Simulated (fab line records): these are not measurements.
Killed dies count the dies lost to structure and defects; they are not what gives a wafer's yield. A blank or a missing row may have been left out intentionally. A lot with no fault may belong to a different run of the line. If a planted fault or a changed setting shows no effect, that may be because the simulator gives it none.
fab line records	flow n5Finfet
[record] lots = 5	wafers = 15	lastDay = 18
route steps=1938 shown BEOL_M3@981 BEOL_M4@1111
lots that met no fault: from a run of the same line without faults
startH: hours from the record's opening day to when the first of the lot's shown wafers began	waitH: hours from the lot's prior step to this one	" identical to the entry in the row above	L1.1+2: one row covering several wafers at once	- either no value or no given start	* or withheld: withheld	< > ~ a bound
route shown NAME@n: a module of which the file shows steps, and the number in the route of the first	usual: mean/standard deviation of fault-free wafers	same: alike in all rows	chamber/n: place in a boat	sites: the reading at each site	_std_site: standard deviation across them	_edge_site: mean of outer sites minus mean of inner sites	radiusMm: for every site, how far away it sits from the centre of the wafer	mask NAME#n: copy n	behind: the tool/chamber that last shaped the wafer	hold: reason for holding the lot/hours on hold/outcome of the hold	device: whichever transistor did not switch (one of n, p or np)	end of line: tests of these same wafers at the route's end	a step without rows: its recipe alone	killed: count of dies lost to structure and defects at first sort (not the wafer's yield)	map: the dies of a wafer, with x for killed, . for not killed, _ for no die there
set.NAME: the setting as run; set.NAME@STEP: as run at that earlier step	model.NAME: the simulator's own value behind a step, which no gauge read
certain route steps with their lots: each step a table, each wafer a row
services: when a tool's chamber went out of use (startH, in hours from the record's first day, below 0 if earlier), for how many hours, and the reason
[[steps]]
[step N5_BEOL_M3_ETCH_41]
[recipe] chemistry = CH3F/O2	target = SiCN	targetDepthA = 299	taperDeg = 2	timeS = 52.5	ionEnergyEv = 120	maskMaterial = TiN	pressureMtorr = 30	sourceW = 395	biasW = 75	Ar_flow_sccm = 150	CH3F_flow_sccm = 30	O2_flow_sccm = 20
[usual] CH3F_flow_sccm = 30.00/0.095	drypumpMotorCurrentA = 5.9/0.56	oesProductAu = 0.78/0.072	rfVppV = 297.4/1.7	showerheadPlenumPTorr = 2.00/0.064	throttleValvePct = 16.44/0.18
lot.wafer	tool	chamber	startH	waitH	CH3F_flow_sccm	drypumpMotorCurrentA	oesProductAu	rfHoursCounterH	rfVppV	showerheadPlenumPTorr	throttleValvePct
L354.1	rieDiel-03	0	-	-	30.00	5.6	0.73	187	296.8	1.99	16.58
L354.2	"	2	"	"	29.87	5.0	0.77	140	298.6	2.09	16.40
L354.6	"	3	"	"	29.87	5.4	0.90	-	297.1	2.03	16.26
L357.3	rieDiel-03	2	-	-	29.92	5.0	0.75	155	298.3	2.09	16.42
L357.4	"	0	"	"	29.97	5.5	0.71	201	295.5	1.99	16.61
L357.6	"	3	"	"	29.96	5.4	0.88	-	297.2	2.03	16.30
L361.2	rieDiel-03	3	-	-	30.07	5.3	0.87	53	298.4	2.03	16.32
L361.5	"	3	"	"	30.00	5.3	0.87	-	297.0	2.03	16.29
L361.6	"	2	"	"	30.08	5.0	0.75	-	299.2	2.09	16.43
L362.1	rieDiel-01	1	-	-	29.92	6.3	0.75	159	297.9	1.99	16.30
L362.2	"	3	"	"	29.87	6.0	0.93	21	296.4	1.96	16.31
L362.4	"	2	"	"	29.99	6.4	0.88	35	300.3	2.12	16.44
L373.1	rieDiel-06	3	-	-	29.99	5.2	0.78	93	297.5	2.01	16.56
L373.2	"	2	"	"	30.12	6.4	0.74	188	294.3	1.91	16.48
L373.4	"	1	"	"	30.07	5.2	0.91	20	297.5	2.04	16.08
[step N5_BEOL_M3_STRIP_97]
[recipe] chemistry = N2/H2	timeS = 10	powerW = 450	tempC = 40	pressureMtorr = 20	rfFrequencyHz = 6e+07	biasPowerW = 7	n2FlowSccm = 200	h2FlowSccm = 200
[step N5_BEOL_M3_OCD_MEAS_38]
[usual] trenchDepthNm = 55.5/0.8
lot.wafer	tool	chamber	startH	waitH	trenchDepthNm
L354.1	ocd-02	-	178.47	-	55.4
L354.2	"	-	"	"	54.7
L354.6	"	-	"	"	56.2
L357.3	ocd-01	-	213.90	-	54.6
L357.4	"	-	"	"	55.5
L357.6	"	-	"	"	55.8
L361.2	ocd-01	-	230.36	-	56.0
L361.5	"	-	"	"	56.6
L361.6	"	-	"	"	56.3
L362.1	ocd-02	-	234.99	-	54.9
L362.2	"	-	"	"	56.5
L362.4	"	-	"	"	56.6
L373.1	ocd-01	-	313.71	-	55.2
L373.2	"	-	"	"	55.0
L373.4	"	-	"	"	56.4
[step N5_BEOL_M3_HM_STRIP_39]
[recipe] chemistry = peroxideTinStrip	material = TiN	targetDepthA = 250	tempC = 50	timeS = 158
[step N5_BEOL_M3_SRD_40]
[recipe] timeS = 30	tempC = 23	rinseLiquid = diw	dry = ipaMarangoni
[step N5_BEOL_M3_PRECLEAN_42]
[recipe] chemistry = residueRemover	timeS = 60	tempC = 40
[step N5_BEOL_M3_SRD_43]
[recipe] timeS = 30	tempC = 23	rinseLiquid = diw	dry = ipaMarangoni
[step N5_BEOL_M3_CD_MEAS_35]
[recipe] targetCdNm = 18	targetCdYNm = 21	polarity = opening
[usual] cdNm = 17.99/0.27
lot.wafer	tool	chamber	startH	waitH	cdNm
L354.1	cdSem-02	-	178.63	0.0	17.98
L354.2	"	-	"	"	17.58
L354.6	"	-	"	"	18.04
L357.3	cdSem-01	-	214.05	0.0	17.41
L357.4	"	-	"	"	17.65
L357.6	"	-	"	"	18.28
L361.2	cdSem-03	-	230.55	0.0	18.31
L361.5	"	-	"	"	18.07
L361.6	"	-	"	"	17.96
L362.1	cdSem-02	-	235.15	0.0	18.20
L362.2	"	-	"	"	18.10
L362.4	"	-	"	"	17.53
L373.1	cdSem-02	-	313.87	0.0	17.86
L373.2	"	-	"	"	17.87
L373.4	"	-	"	"	18.07
[step N5_BEOL_M3_DEGAS_44]
[recipe] ambient = vacuum	tempC = 250	timeS = 60
[usual] heaterPowerW = 335/30
lot.wafer	tool	chamber	startH	waitH	heaterPowerW
L354.1	pvdSputter-01	-	178.97	0.3	372
L354.2	"	-	"	"	287
L354.6	"	-	"	"	376
L357.3	pvdSputter-02	-	214.12	0.1	347
L357.4	"	-	"	"	311
L357.6	"	-	"	"	335
L361.2	pvdSputter-03	-	230.69	0.1	302
L361.5	"	-	"	"	352
L361.6	"	-	"	"	295
L362.1	pvdSputter-02	-	235.19	0.0	303
L362.2	"	-	"	"	350
L362.4	"	-	"	"	338
L373.1	pvdSputter-01	-	313.94	0.1	374
L373.2	"	-	"	"	363
L373.4	"	-	"	"	329
[step N5_BEOL_M3_PRE_CLEAN_45]
[recipe] gas = H2/He	timeS = 30	tempC = 250
[step N5_BEOL_M3_ALD_84]
[recipe] material = TaN	targetThkA = *	tempC = 275	aldPrecursorFamily = PDMAT	aldCoReactant = NH3	pressureTorr = 3	carrierFlowSccm = 1500	pulseTimeS = 2	purgeTimeS = 3	coReactantPurgeTimeS = 2	coReactantPulseTimeS = 3	aldCycles = 30	precursorVesselTempC = 75	precursorVesselPressureTorr = 26.25	precursorVesselCarrierSccm = 1000
[usual] heaterPowerW = 437/44
[same] coReactantPurgeTimeS = 2	purgeTimeS = 3
lot.wafer	tool	chamber	startH	waitH	heaterPowerW
L354.1	aldMetal-04	0	179.09	0.1	526
L354.2	"	1	"	"	444
L354.6	"	3	"	"	493
L357.3	aldMetal-03	0	214.27	0.1	421
L357.4	"	3	"	"	454
L357.6	"	0	"	"	424
L361.2	aldMetal-02	0	230.79	0.0	434
L361.5	"	2	"	"	414
L361.6	"	1	"	"	427
L362.1	aldMetal-03	1	235.35	0.1	380
L362.2	"	0	"	"	411
L362.4	"	2	"	"	427
L373.1	aldMetal-03	3	314.04	0.0	450
L373.2	"	0	"	"	427
L373.4	"	2	"	"	421
[step N5_BEOL_M3_SURFACE_TREAT_85]
[recipe] gas = Ar	timeS = *	ionEnergyEv = *	ionCurrentMaCm2 = 0.5	pressureMtorr = *	arFlowSccm = 30
[usual] throttleValvePct = *
lot.wafer	tool	chamber	startH	waitH	throttleValvePct
L354.1	pvdSputter-01	-	179.33	0.1	*
L354.2	"	-	"	"	*
L354.6	"	-	"	"	*
L357.3	pvdSputter-01	-	214.56	0.2	*
L357.4	"	-	"	"	*
L357.6	"	-	"	"	*
L361.2	pvdSputter-02	-	231.03	0.1	*
L361.5	"	-	"	"	*
L361.6	"	-	"	"	*
L362.1	pvdSputter-03	-	235.58	0.1	*
L362.2	"	-	"	"	*
L362.4	"	-	"	"	*
L373.1	pvdSputter-01	-	314.27	0.1	*
L373.2	"	-	"	"	*
L373.4	"	-	"	"	*
[step N5_BEOL_M3_CVD_47]
[recipe] material = Co	targetThkA = 30	tempC = withheld	precursor = CCTBA/H2	pressureTorr = 30	timeS = 223.8
[usual] runLengthS = 246.2/0.41
lot.wafer	tool	chamber	startH	waitH	runLengthS
L354.1	cvdCo-01	2	179.39	0.0	246.5
L354.2	"	1	"	"	246.3
L354.6	"	2	"	"	245.9
L357.3	cvdCo-02	1	214.70	0.1	245.6
L357.4	"	0	"	"	246.4
L357.6	"	1	"	"	246.1
L361.2	cvdCo-02	2	231.20	0.1	246.7
L361.5	"	1	"	"	246.0
L361.6	"	2	"	"	246.8
L362.1	cvdCo-01	1	235.65	0.0	246.2
L362.2	"	0	"	"	246.4
L362.4	"	1	"	"	246.5
L373.1	cvdCo-02	1	314.33	0.0	181.0
L373.2	"	2	"	"	246.1
L373.4	"	2	"	"	181.4
[step N5_BEOL_M3_SPUTTER_48]
[recipe] material = Cu	targetThkA = 45	tempC = -20	chamberPressurePa = 0.07	powerW = withheld	timeS = 8.29
[usual] throttleValvePct = 29.8/1.1
lot.wafer	tool	chamber	startH	waitH	throttleValvePct
L354.1	pvdSputter-01	-	179.62	0.2	29.7
L354.2	"	-	"	"	30.6
L354.6	"	-	"	"	28.8
L357.3	pvdSputter-01	-	214.90	0.1	29.7
L357.4	"	-	"	"	30.3
L357.6	"	-	"	"	28.5
L361.2	pvdSputter-01	-	231.36	0.1	30.7
L361.5	"	-	"	"	30.5
L361.6	"	-	"	"	30.5
L362.1	pvdSputter-03	-	235.85	0.1	30.9
L362.2	"	-	"	"	30.4
L362.4	"	-	"	"	29.1
L373.1	pvdSputter-02	-	314.58	0.2	30.4
L373.2	"	-	"	"	27.0
L373.4	"	-	"	"	30.2
[step N5_BEOL_M4_RC_MEAS_101]
[usual] DIBL_N = 36.0/1.3	DIBL_P = 36.2/1.7	IOFF_N = 0.155/0.024	IOFF_P = 0.21/0.034	ION_N = 674/9	ION_P = 463/7.1	SS_N = 71.4/0.5	SS_P = 73.4/0.57	VT_N = 250.0/2.8	VT_P = -251/3.2
lot.wafer	tool	chamber	startH	waitH	DIBL_N[mV/V]	DIBL_P[mV/V]	IOFF_N[nA/um]	IOFF_P[nA/um]	ION_N[uA/um]	ION_P[uA/um]	SS_N[mV/dec]	SS_P[mV/dec]	VT_N[mV]	VT_P[mV]
L354.1	prober-01	0	210.79	0.0	36.7	36.9	0.152	0.21	668	462	71.1	73.7	251.2	-252
L354.2	"	0	"	"	36.1	36.2	0.143	0.20	675	464	70.9	73.5	251.1	-254
L354.6	"	0	"	"	35.3	34.5	0.120	0.17	660	459	70.6	73.1	253.2	-255
L357.3	prober-02	0	252.81	0.3	36.0	35.1	0.147	0.21	676	463	71.9	73.2	251.1	-249
L357.4	"	0	"	"	34.5	32.7	0.123	0.17	666	459	70.7	72.8	253.5	-251
L357.6	"	0	"	"	37.1	35.9	0.156	0.21	682	467	71.8	73.2	249.4	-250
L361.2	prober-01	0	269.26	0.2	35.8	36.6	0.137	0.18	663	459	71.5	73.2	253.7	-253
L361.5	"	0	"	"	37.9	39.0	0.175	0.20	676	464	71.0	73.4	251.0	-252
L361.6	"	0	"	"	36.9	37.7	0.148	0.19	669	461	72.1	73.9	251.3	-252
L362.1	prober-02	0	275.49	0.0	37.0	38.2	0.178	0.22	685	457	71.6	74.0	247.9	-251
L362.2	"	0	"	"	35.5	36.5	0.145	0.19	670	455	71.2	72.9	251.7	-253
L362.4	"	0	"	"	34.1	34.6	0.124	0.17	664	458	70.4	73.0	253.6	-254
L373.1	prober-01	0	327.21	0.0	36.0	35.8	0.151	0.23	683	470	72.1	73.0	251.5	-248
L373.2	"	0	"	"	37.4	37.8	0.175	0.26	684	477	71.5	73.9	246.8	-245
L373.4	"	0	"	"	37.0	36.7	0.169	0.24	678	469	72.1	73.8	250.7	-248
[[services]]
tool	chamber	startH	hours	kind
cvdCo-01	0	165.28	16.0	repair
rieDiel-03	1	174.81	17.2	repair
aldMetal-04	2	175.75	5.2	repair
cvdCo-01	-	178.26	0.5	repair
aldMetal-04	-	187.25	6.0	pm
rieDiel-06	0	198.08	6.2	repair
aldMetal-02	-	198.58	0.5	repair
aldMetal-02	2	200.19	24.2	repair
rieDiel-06	1	221.29	-	clean
rieDiel-06	1	221.29	-	consumableReplace:esc
rieDiel-06	1	221.29	-	consumableReplace:focusRing
rieDiel-06	1	221.29	25.2	scheduledDown
rieDiel-06	1	221.29	25.2	ventCycle
aldMetal-04	-	235.58	8.7	pm
rieDiel-01	2	247.05	9.9	repair
aldMetal-02	-	248.04	8.7	pm
aldMetal-02	3	264.80	3.0	repair
rieDiel-06	3	281.08	5.0	repair
rieDiel-06	1	284.55	4.9	repair
rieDiel-06	0	289.47	-	clean
rieDiel-06	0	289.47	-	consumableReplace:focusRing
rieDiel-03	-	293.56	16.0	repair
cvdCo-02	0	299.90	16.5	repair
aldMetal-02	-	301.82	2.9	repair
[[key]]
[firstSign] step = N5_BEOL_M3_CVD_47	reading = runLengthS	direction = down	sigmas = 99+	usual = *	struck = *
effect none on later readings
metAt N5_BEOL_M3_CVD_47
struckWafers L373.1,L373.4
onsetBetween 231.20 314.33
[fault] kind = processParameterDrift	tool = cvdCo-02	chamber = -	onsetH = 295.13	steps = N5_BEOL_M3_CVD_47	channel = timeS	offset = *	shape = step	endH = 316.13	scope = struckWafersOnly	actsIn = *	stated = *
